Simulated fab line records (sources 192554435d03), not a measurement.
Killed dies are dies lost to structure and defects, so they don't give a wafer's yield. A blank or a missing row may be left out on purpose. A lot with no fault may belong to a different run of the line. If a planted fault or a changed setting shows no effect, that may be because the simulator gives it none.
Matching of chambers -- flow n5-finfet -- rie-diel-04 running N5_DUMMY_GATE_ETCH_42: 4 sister chambers
The step etches SiO2 in CHF3/O2, target depth 3.5 nm, time 31 s. 8 wafers are shown with their chamber, then 7 later ones without.

== WAFERS WITH THEIR CHAMBER ==
wafer,chamber,showerhead-plenum-p-Torr (Torr),throttle-valve-pct (%)
L075.1,3,2.57,18.76
L087.3,2,2.41,18.80
L087.6,1,2.49,18.94
L088.2,0,2.31,19.03
L088.4,1,2.49,18.95
L088.5,3,2.56,18.77
L089.4,0,2.30,19.05
L089.5,2,2.41,18.79

== WAFERS WITH NO CHAMBER GIVEN ==
wafer,showerhead-plenum-p-Torr (Torr),throttle-valve-pct (%)
L089.6,2.56,18.77
L090.1,2.49,18.98
L090.3,2.41,18.82
L090.5,2.56,18.77
L094.1,2.49,18.96
L094.5,2.49,19.00
L094.6,2.30,19.06

== THE CHAMBER EACH PASSED THROUGH ==
wafer,from the rows above,in truth
L089.6,3,3
L090.1,1,1
L090.3,2,2
L090.5,3,3
L094.1,1,1
L094.5,1,1
L094.6,0,0
Correctly placed: 7 of 7. Can't be placed from these rows: 0. Wrongly placed: 0.
How it was worked out, from the rows above alone: a wafer's distance from a chamber is the root of the sum, over the readings, of the square of ((its reading less the chamber's mean) divided by the reading's scatter). The wafer belongs to the nearest chamber; if the next one is less than 2 further off, it can't be placed. A chamber's mean is the mean of its shown wafers. The scatter: the root of (the sum of the squares of (reading less its chamber's mean) over the shown wafers, divided by (wafers less chambers)).
